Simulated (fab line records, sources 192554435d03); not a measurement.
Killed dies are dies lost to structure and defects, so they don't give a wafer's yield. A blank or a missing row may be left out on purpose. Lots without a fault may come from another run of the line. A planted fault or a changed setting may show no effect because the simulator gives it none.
Split-lot experiment | flow n5_finfet | 7 lots, 21 wafers read, on a route of 1938 steps

THE SPLIT
At N5_BEOL_M7_ILD_DEP_00 (deposits SiCOH lowk from DEMS/porogen, target thk 179.75 nm, time 33.4 s), the setting temp_c was moved away from the recipe's 300 C on 7 of the 21 wafers read, by -1.5% to +1.9%. The other wafers ran this setting at the recipe's value.

FROM THE SPLIT TO THE READING: what the file shows between them, 1 step
- N5_BEOL_M7_CURE_74: cures SiCOH lowk, time 240 s

THE READING
M7_ILD_THK, in nm, at N5_BEOL_M7_THK_MEAS_01. Fault-free wafers of this fab line usually give 155.6 nm, standard deviation 2 nm.

wafer  | tool, chamber at the split | temp_c as run, C | against the recipe | M7_ILD_THK, nm | against lot-mates on the recipe
L076.1 | pecvd-04, 2                | 300              | recipe             | 154.8          | -
L076.3 | pecvd-04, 1                | 300              | recipe             | 156.0          | -
L076.6 | pecvd-04, 0                | 295.5            | -1.5%              | 159.1          | +3.7
L080.2 | pecvd-03, 0                | 303.2            | +1.1%              | 152.7          | -4.1
L080.4 | pecvd-03, 2                | 300              | recipe             | 157.2          | -
L080.6 | pecvd-03, 1                | 300              | recipe             | 156.3          | -
L079.2 | pecvd-01, 0                | 300              | recipe             | 155.4          | -
L079.3 | pecvd-01, 1                | 304.2            | +1.4%              | 151.6          | -4.7
L079.5 | pecvd-01, 2                | 300              | recipe             | 157.2          | -
L084.3 | pecvd-03, 1                | 297.4            | -0.9%              | 157.8          | -1.8
L084.4 | pecvd-03, 1                | 300              | recipe             | 159.6          | -
L084.6 | pecvd-03, 2                | 297.4            | -0.9%              | 160.8          | +1.2
L088.2 | pecvd-01, 2                | 305.8            | +1.9%              | 150.0          | -6.3
L088.4 | pecvd-01, 2                | 300              | recipe             | 156.6          | -
L088.6 | pecvd-01, 0                | 300              | recipe             | 156.0          | -
L094.1 | pecvd-03, 2                | 305.4            | +1.8%              | 147.2          | -8.6
L094.3 | pecvd-03, 2                | 300              | recipe             | 155.3          | -
L094.5 | pecvd-03, 0                | 300              | recipe             | 156.3          | -
L097.1 | pecvd-04, 2                | 300              | recipe             | 156.4          | -
L097.2 | pecvd-04, 0                | 300              | recipe             | 156.8          | -
L097.6 | pecvd-04, 0                | 300              | recipe             | 158.3          | -

THE FIT
A straight line over all 21 wafers: M7_ILD_THK changes by -3.49 nm for each +1% of temp_c; r = -0.90; the points scatter about the line by 1.4 nm.
The same after taking each lot's own level away (the mean of its wafers on the recipe; 21 wafers): -3.03 nm for each +1%; r = -0.89; scatter 1.3 nm.
On that fit, the largest move of temp_c shifts the reading by 5.9 nm.
The lots' own levels span 155.40 to 159.60 nm, that is 2.1 times the standard deviation above.
So the lot-to-lot level changes the slope: the two fits differ.
Check: with one of the wafers moved furthest among these (+1.9%) left out of the fit, the line predicts -6.46 nm for it against its lot-mates. It came out at -6.3 nm against them.

OTHER SPLITS ON THESE WAFERS
These wafers also went through other splits before the reading. Each is held against what the fit with the lots' levels taken away leaves over:
other split on the same wafers | wafers away from the commonest value | r with M7_ILD_THK (lot level and that fit taken away)
N5_BEOL_M5_COAT_22 spin_rpm    | 9                                    | -0.07
N5_BEOL_M6_COAT_59 spin_rpm    | 7                                    | +0.01

THE WHOLE CHAIN: every reading that the file lists as answering this split, in the file's order
step                   | what it does                                                             | reading                                                                                  | change (the file's fit)              | r (the file's)
N5_BEOL_M7_ILD_DEP_00  | deposits SiCOH lowk from DEMS/porogen, target thk 179.75 nm, time 33.4 s | SiCOH_lowk_of_BEOL_M7_ILD_DEP_00.thk_nm (the simulator's own value, which no gauge read) | -3.8 nm for each +1% of the setting  | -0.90
N5_BEOL_M7_CURE_74     | cures SiCOH lowk, time 240 s                                             | SiCOH_lowk_of_BEOL_M7_ILD_DEP_00.thk_nm (the simulator's own value, which no gauge read) | -3.37 nm for each +1% of the setting | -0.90
N5_BEOL_M7_THK_MEAS_01 |                                                                          | M7_ILD_THK                                                                               | -3.35 for each +1% of the setting    | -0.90

THE FILE'S OWN FIT
M7_ILD_THK changes by -3.35 nm for each +1% of temp_c, r = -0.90.
